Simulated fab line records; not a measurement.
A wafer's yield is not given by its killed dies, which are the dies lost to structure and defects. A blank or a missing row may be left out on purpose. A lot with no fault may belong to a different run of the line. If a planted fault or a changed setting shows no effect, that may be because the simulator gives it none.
Which tool was responsible? + flow n5Finfet + 24 lots with 72 wafers sampled at 6 steps, on a route of 1938 steps

== WHAT THE GAUGES SHOWED, per wafer ==
N5_BEOL_M5_OVL_MEAS_12. Usual: M5_OVL gives 0.2 nm (standard deviation 0.69).
| lot  | measured     | on         | M5_OVL (nm)    | flag |
|------|--------------|------------|----------------|------|
| L074 | day 11 01:12 | overlay-02 | 0.9 0.4 0.7    |      |
| L077 | day 11 23:32 | overlay-01 | -0.3 -0.1 -0.1 |      |
| L076 | day 12 07:52 | overlay-02 | 2.1 1.2 2.1    |      |
| L075 | day 12 12:11 | overlay-02 | 0.4 0.6 -0.2   |      |
| L080 | day 12 16:25 | overlay-01 | 0.1 0.8 -0.3   |      |
| L078 | day 12 19:36 | overlay-02 | 0.1 0.9 1.2    |      |
| L082 | day 13 01:22 | overlay-01 | -1.2 -0.4 0.0  |      |
| L079 | day 13 03:47 | overlay-01 | 1.3 -0.1 0.6   |      |
| L086 | day 13 12:09 | overlay-01 | -0.7 0.0 -0.2  |      |
| L084 | day 13 18:58 | overlay-01 | 0.7 1.6 0.9    |      |
| L081 | day 14 01:56 | overlay-01 | -1.2 -0.6 -0.9 |      |
| L083 | day 14 05:18 | overlay-01 | -0.6 -0.9 -0.3 |      |
| L085 | day 14 08:52 | overlay-01 | -0.1 0.3 -0.9  |      |
| L090 | day 14 20:05 | overlay-01 | 0.4 -0.2 0.0   |      |
| L089 | day 15 19:34 | overlay-01 | 1.2 1.7 1.9    |      |
| L087 | day 15 20:53 | overlay-02 | 0.4 -0.6 0.0   |      |
| L088 | day 15 22:35 | overlay-01 | 0.7 -0.3 0.2   |      |
| L091 | day 16 01:41 | overlay-01 | 1.4 -0.4 0.9   |      |
| L092 | day 16 03:22 | overlay-01 | 0.6 -0.2 -0.3  |      |
| L094 | day 16 04:55 | overlay-02 | 0.3 0.3 -0.1   |      |
| L096 | day 16 10:15 | overlay-01 | 0.2 -0.3 -1.0  |      |
| L093 | day 17 06:39 | overlay-01 | 0.4 -0.8 0.5   |      |
| L095 | day 17 08:44 | overlay-02 | 0.6 -0.2 0.1   |      |
| L097 | day 17 12:23 | overlay-01 | 0.0 0.3 0.5    |      |

== EACH LOT AND THE TOOL THAT RAN IT (in order: tool; ch and the chambers of the sampled wafers; start) ==
| lot  | N5_BEOL_M4_ETCH_70                | N5_BEOL_M4_STRIP_36               | N5_BEOL_M4_SURFACE_TREAT_85 | N5_BEOL_M4_ANNEAL_49        | N5_BEOL_M4_ANNEAL_82        |
|------|-----------------------------------|-----------------------------------|-----------------------------|-----------------------------|-----------------------------|
| L074 | rieDiel-01 ch 0,1,2, day 10 14:52 | rieDiel-01 ch 0,1,2, day 10 15:02 | pvdSputter-01, day 10 15:54 | pvdSputter-01, day 10 17:58 | pvdSputter-01, day 10 18:24 |
| L077 | rieDiel-01 ch 0,1,2, day 11 15:04 | rieDiel-01 ch 0,1,2, day 11 15:14 | pvdSputter-03, day 11 16:10 | pvdSputter-03, day 11 17:08 | pvdSputter-03, day 11 17:35 |
| L076 | rieDiel-03 ch 1,2, day 11 20:54   | rieDiel-03 ch 1,2, day 11 21:04   | pvdSputter-03, day 11 23:14 | pvdSputter-03, day 11 23:33 | pvdSputter-03, day 11 23:59 |
| L075 | rieDiel-01 ch 0,1,2, day 12 01:37 | rieDiel-01 ch 0,1,2, day 12 01:46 | pvdSputter-03, day 12 02:56 | pvdSputter-01, day 12 04:55 | pvdSputter-01, day 12 05:22 |
| L080 | rieDiel-01 ch 0,1,2, day 12 07:11 | rieDiel-01 ch 0,1,2, day 12 07:21 | pvdSputter-02, day 12 08:46 | pvdSputter-03, day 12 10:44 | pvdSputter-03, day 12 11:11 |
| L078 | rieDiel-01 ch 2,3, day 12 12:00   | rieDiel-01 ch 2,3, day 12 12:10   | pvdSputter-02, day 12 13:32 | pvdSputter-02, day 12 13:56 | pvdSputter-02, day 12 14:22 |
| L082 | rieDiel-04 ch 0,3, day 12 17:53   | rieDiel-04 ch 0,3, day 12 18:02   | pvdSputter-02, day 12 19:28 | pvdSputter-01, day 12 19:46 | pvdSputter-01, day 12 20:13 |
| L079 | rieDiel-01 ch 0,2,3, day 12 19:35 | rieDiel-01 ch 0,2,3, day 12 19:46 | pvdSputter-03, day 12 21:47 | pvdSputter-03, day 12 22:05 | pvdSputter-03, day 12 22:31 |
| L086 | rieDiel-01 ch 0,1,3, day 13 04:11 | rieDiel-01 ch 0,1,3, day 13 04:21 | pvdSputter-03, day 13 05:44 | pvdSputter-02, day 13 06:12 | pvdSputter-02, day 13 06:40 |
| L084 | rieDiel-01 ch 1,2, day 13 11:02   | rieDiel-01 ch 1,2, day 13 11:12   | pvdSputter-03, day 13 12:31 | pvdSputter-02, day 13 12:55 | pvdSputter-02, day 13 13:24 |
| L081 | rieDiel-01 ch 0,3, day 13 17:07   | rieDiel-01 ch 0,3, day 13 17:17   | pvdSputter-03, day 13 19:01 | pvdSputter-03, day 13 19:31 | pvdSputter-03, day 13 19:58 |
| L083 | rieDiel-01 ch 1,2,3, day 13 20:50 | rieDiel-01 ch 1,2,3, day 13 21:01 | pvdSputter-01, day 13 22:21 | pvdSputter-01, day 13 22:40 | pvdSputter-01, day 13 23:07 |
| L085 | rieDiel-04 ch 0,2,3, day 14 00:31 | rieDiel-04 ch 0,2,3, day 14 00:40 | pvdSputter-03, day 14 02:02 | pvdSputter-02, day 14 02:38 | pvdSputter-02, day 14 03:04 |
| L090 | rieDiel-01 ch 0,2,3, day 14 12:32 | rieDiel-01 ch 0,2,3, day 14 12:42 | pvdSputter-03, day 14 14:07 | pvdSputter-01, day 14 14:39 | pvdSputter-01, day 14 15:05 |
| L089 | rieDiel-04 ch 0,1,2, day 15 03:42 | rieDiel-04 ch 0,1,2, day 15 03:52 | pvdSputter-02, day 15 05:18 | pvdSputter-03, day 15 05:49 | pvdSputter-03, day 15 06:15 |
| L087 | rieDiel-01 ch 0,1,3, day 15 03:49 | rieDiel-01 ch 0,1,3, day 15 03:59 | pvdSputter-03, day 15 05:22 | pvdSputter-01, day 15 05:55 | pvdSputter-01, day 15 06:21 |
| L088 | rieDiel-03 ch 1,2,3, day 15 03:50 | rieDiel-03 ch 1,3, day 15 04:05   | pvdSputter-01, day 15 05:43 | pvdSputter-02, day 15 07:16 | pvdSputter-02, day 15 07:42 |
| L091 | rieDiel-03 ch 1,2,3, day 15 14:22 | rieDiel-03 ch 1,2,3, day 15 14:32 | pvdSputter-02, day 15 15:37 | pvdSputter-02, day 15 16:02 | pvdSputter-02, day 15 16:29 |
| L092 | rieDiel-01 ch 0,2, day 15 14:36   | rieDiel-01 ch 0,2, day 15 14:46   | pvdSputter-02, day 15 15:40 | pvdSputter-03, day 15 16:35 | pvdSputter-03, day 15 17:01 |
| L094 | rieDiel-03 ch 0,1,2, day 15 18:39 | rieDiel-03 ch 0,1,2, day 15 18:49 | pvdSputter-01, day 15 19:34 | pvdSputter-01, day 15 19:53 | pvdSputter-01, day 15 20:20 |
| L096 | rieDiel-01 ch 1,2, day 16 00:25   | rieDiel-01 ch 1,2, day 16 00:34   | pvdSputter-02, day 16 01:19 | pvdSputter-02, day 16 01:38 | pvdSputter-02, day 16 02:05 |
| L093 | rieDiel-01 ch 1,3, day 17 00:04   | rieDiel-01 ch 1,3, day 17 00:14   | pvdSputter-01, day 17 01:13 | pvdSputter-02, day 17 01:32 | pvdSputter-02, day 17 01:59 |
| L095 | rieDiel-01 ch 0,1,2, day 17 00:26 | rieDiel-01 ch 0,1,2, day 17 00:35 | pvdSputter-01, day 17 01:36 | pvdSputter-01, day 17 02:02 | pvdSputter-01, day 17 02:29 |
| L097 | rieDiel-01 ch 0,1,2, day 17 05:06 | rieDiel-01 ch 0,1,2, day 17 05:16 | pvdSputter-02, day 17 06:04 | pvdSputter-03, day 17 06:53 | pvdSputter-03, day 17 07:20 |
- N5_BEOL_M4_ETCH_70: etches SOC in N2/H2, target depth 80 nm, overetch 24 nm, time 130 s.
- N5_BEOL_M4_STRIP_36: strips in N2/H2.
- N5_BEOL_M4_SURFACE_TREAT_85
- N5_BEOL_M4_ANNEAL_49: time 240 s.
- N5_BEOL_M4_ANNEAL_82: time 240 s.

== AS READ BY THE TOOLS THEMSELVES (means over the sampled wafers that have a number; for cases with no such wafer, the mark the record gives instead) ==
N5_BEOL_M4_ETCH_70. Usual: drypumpMotorCurrentA 5.69 A, standard deviation 0.17; oesProductAu 0.59 a.u., standard deviation 0.052; rfVppV 523.4 V, standard deviation 2.4; showerheadPlenumPTorr 2.52 Torr, standard deviation 0.084; throttleValvePct 17.9 %, standard deviation 0.31.
| lot  | tool       | drypumpMotorCurrentA (A) | oesProductAu (a.u.) | rfVppV (V) | showerheadPlenumPTorr (Torr) | throttleValvePct (%) | flag |
|------|------------|--------------------------|---------------------|------------|------------------------------|----------------------|------|
| L074 | rieDiel-01 | 5.65                     | 0.58                | 523.3      | 2.56                         | 18.0                 |      |
| L077 | rieDiel-01 | 5.67                     | 0.58                | 524.1      | 2.55                         | 18.0                 |      |
| L076 | rieDiel-03 | 5.83                     | 0.56                | 523.2      | 2.49                         | 18.0                 |      |
| L075 | rieDiel-01 | 5.64                     | 0.57                | 524.1      | 2.55                         | 18.0                 |      |
| L080 | rieDiel-01 | 5.65                     | 0.57                | 523.8      | 2.55                         | 18.0                 |      |
| L078 | rieDiel-01 | 5.72                     | 0.58                | 523.1      | 2.52                         | 18.1                 |      |
| L082 | rieDiel-04 | 5.46                     | 0.57                | 525.6      | 2.58                         | 18.1                 |      |
| L079 | rieDiel-01 | 5.75                     | 0.60                | 522.7      | 2.49                         | 17.9                 |      |
| L086 | rieDiel-01 | 5.73                     | 0.62                | 523.6      | 2.53                         | 17.8                 |      |
| L084 | rieDiel-01 | 5.61                     | 0.55                | 524.7      | 2.57                         | 18.2                 |      |
| L081 | rieDiel-01 | 5.78                     | 0.60                | 521.1      | 2.46                         | 17.7                 |      |
| L083 | rieDiel-01 | 5.67                     | 0.59                | 524.6      | 2.56                         | 18.0                 |      |
| L085 | rieDiel-04 | 5.52                     | 0.61                | 525.0      | 2.57                         | 17.9                 |      |
| L090 | rieDiel-01 | 5.76                     | 0.58                | 522.9      | 2.49                         | 17.9                 |      |
| L089 | rieDiel-04 | 5.73                     | 0.64                | 523.2      | 2.52                         | 17.7                 |      |
| L087 | rieDiel-01 | 5.72                     | 0.60                | 523.7      | 2.53                         | 17.8                 |      |
| L088 | rieDiel-03 | 5.81                     | 0.54                | 521.8      | 2.48                         | 17.8                 |      |
| L091 | rieDiel-03 | 5.80                     | 0.54                | 522.1      | 2.47                         | 17.8                 |      |
| L092 | rieDiel-01 | 5.72                     | 0.56                | 522.4      | 2.47                         | 18.0                 |      |
| L094 | rieDiel-03 | 5.75                     | 0.58                | 522.6      | 2.50                         | 17.7                 |      |
| L096 | rieDiel-01 | 5.62                     | 0.54                | 524.8      | 2.56                         | 18.3                 |      |
| L093 | rieDiel-01 | 5.77                     | 0.61                | 524.0      | 2.54                         | 17.7                 |      |
| L095 | rieDiel-01 | 5.63                     | 0.55                | 524.3      | 2.54                         | 18.1                 |      |
| L097 | rieDiel-01 | 5.63                     | 0.55                | 522.8      | 2.54                         | 18.1                 |      |

N5_BEOL_M4_STRIP_36. Usual: drypumpMotorCurrentA 5.69 A, standard deviation 0.16; oesProductAu 0.79 a.u., standard deviation 0.074; rfVppV 59.1 V, standard deviation 1.6; showerheadPlenumPTorr 2.52 Torr, standard deviation 0.084; throttleValvePct 23.7 %, standard deviation 0.33.
| lot  | tool       | drypumpMotorCurrentA (A) | oesProductAu (a.u.) | rfVppV (V) | showerheadPlenumPTorr (Torr) | throttleValvePct (%) | flag |
|------|------------|--------------------------|---------------------|------------|------------------------------|----------------------|------|
| L074 | rieDiel-01 | 5.65                     | 0.79                | 58.9       | 2.55                         | 23.9                 |      |
| L077 | rieDiel-01 | 5.63                     | 0.78                | 58.9       | 2.55                         | 23.9                 |      |
| L076 | rieDiel-03 | 5.85                     | 0.75                | 59.8       | 2.49                         | 23.8                 |      |
| L075 | rieDiel-01 | 5.64                     | 0.78                | 59.0       | 2.55                         | 23.9                 |      |
| L080 | rieDiel-01 | 5.64                     | 0.78                | 60.8       | 2.55                         | 23.9                 |      |
| L078 | rieDiel-01 | 5.70                     | 0.79                | 59.0       | 2.52                         | 24.0                 |      |
| L082 | rieDiel-04 | 5.45                     | 0.77                | 59.1       | 2.57                         | 24.0                 |      |
| L079 | rieDiel-01 | 5.76                     | 0.81                | 59.0       | 2.49                         | 23.7                 |      |
| L086 | rieDiel-01 | 5.71                     | 0.83                | 59.9       | 2.53                         | 23.7                 |      |
| L084 | rieDiel-01 | 5.60                     | 0.74                | 57.5       | 2.57                         | 24.2                 |      |
| L081 | rieDiel-01 | 5.81                     | 0.82                | 58.0       | 2.46                         | 23.6                 |      |
| L083 | rieDiel-01 | 5.69                     | 0.80                | 59.0       | 2.56                         | 23.9                 |      |
| L085 | rieDiel-04 | 5.52                     | 0.82                | 59.1       | 2.56                         | 23.8                 |      |
| L090 | rieDiel-01 | 5.74                     | 0.79                | 58.0       | 2.48                         | 23.8                 |      |
| L089 | rieDiel-04 | 5.74                     | 0.88                | 59.2       | 2.52                         | 23.6                 |      |
| L087 | rieDiel-01 | 5.74                     | 0.81                | 60.1       | 2.52                         | 23.6                 |      |
| L088 | rieDiel-03 | 5.75                     | 0.73                | 58.7       | 2.41                         | 23.7                 |      |
| L091 | rieDiel-03 | 5.80                     | 0.71                | 59.6       | 2.47                         | 23.6                 |      |
| L092 | rieDiel-01 | 5.72                     | 0.76                | 57.7       | 2.47                         | 23.9                 |      |
| L094 | rieDiel-03 | 5.75                     | 0.78                | 58.7       | 2.49                         | 23.5                 |      |
| L096 | rieDiel-01 | 5.62                     | 0.73                | 59.1       | 2.56                         | 24.2                 |      |
| L093 | rieDiel-01 | 5.77                     | 0.82                | 58.8       | 2.53                         | 23.6                 |      |
| L095 | rieDiel-01 | 5.65                     | 0.75                | 58.8       | 2.53                         | 24.0                 |      |
| L097 | rieDiel-01 | 5.64                     | 0.74                | 60.1       | 2.53                         | 24.0                 |      |

N5_BEOL_M4_ANNEAL_49. Usual: heaterPowerW 779 W, standard deviation 68.
| lot  | tool          | heaterPowerW (W) | flag |
|------|---------------|------------------|------|
| L074 | pvdSputter-01 | 814              |      |
| L077 | pvdSputter-03 | 736              |      |
| L076 | pvdSputter-03 | 790              |      |
| L075 | pvdSputter-01 | 788              |      |
| L080 | pvdSputter-03 | 780              |      |
| L078 | pvdSputter-02 | 778              |      |
| L082 | pvdSputter-01 | 814              |      |
| L079 | pvdSputter-03 | 783              |      |
| L086 | pvdSputter-02 | 719              |      |
| L084 | pvdSputter-02 | 752              |      |
| L081 | pvdSputter-03 | 694              |      |
| L083 | pvdSputter-01 | 788              |      |
| L085 | pvdSputter-02 | 750              |      |
| L090 | pvdSputter-01 | 863              |      |
| L089 | pvdSputter-03 | 759              |      |
| L087 | pvdSputter-01 | 792              |      |
| L088 | pvdSputter-02 | 730              |      |
| L091 | pvdSputter-02 | 810              |      |
| L092 | pvdSputter-03 | 787              |      |
| L094 | pvdSputter-01 | 787              |      |
| L096 | pvdSputter-02 | 779              |      |
| L093 | pvdSputter-02 | 787              |      |
| L095 | pvdSputter-01 | 809              |      |
| L097 | pvdSputter-03 | 826              |      |

N5_BEOL_M4_ANNEAL_82. Usual: heaterPowerW 780 W, standard deviation 67.
| lot  | tool          | heaterPowerW (W) | flag |
|------|---------------|------------------|------|
| L074 | pvdSputter-01 | 804              |      |
| L077 | pvdSputter-03 | 745              |      |
| L076 | pvdSputter-03 | 791              |      |
| L075 | pvdSputter-01 | 779              |      |
| L080 | pvdSputter-03 | 784              |      |
| L078 | pvdSputter-02 | 768              |      |
| L082 | pvdSputter-01 | 807              |      |
| L079 | pvdSputter-03 | 768              |      |
| L086 | pvdSputter-02 | 714              |      |
| L084 | pvdSputter-02 | 749              |      |
| L081 | pvdSputter-03 | 700              |      |
| L083 | pvdSputter-01 | 795              |      |
| L085 | pvdSputter-02 | 767              |      |
| L090 | pvdSputter-01 | 869              |      |
| L089 | pvdSputter-03 | 769              |      |
| L087 | pvdSputter-01 | 795              |      |
| L088 | pvdSputter-02 | 721              |      |
| L091 | pvdSputter-02 | 805              |      |
| L092 | pvdSputter-03 | 796              |      |
| L094 | pvdSputter-01 | 791              |      |
| L096 | pvdSputter-02 | 778              |      |
| L093 | pvdSputter-02 | 771              |      |
| L095 | pvdSputter-01 | 812              |      |
| L097 | pvdSputter-03 | 818              |      |

== THE ANSWER, worked out from the rows above alone ==
Rule: lot off if the mean of its wafers having a number is beyond 3 standard deviations from the usual mean. A lot without any number at a reading at which 4 lots or more have one is off too. The other lots that the step has rows for count as sound. After the gauges, taken in route order, come the tools' own readings; for these a lot's mean is taken, as printed above. The first step at which some lot is off is used, and at that step the reading that is off furthest; a lot without a number counts as furthest.
No lot is off on any of the readings shown, so nothing can be concluded from this.

== WHAT THE SIMULATOR PUT IN ==
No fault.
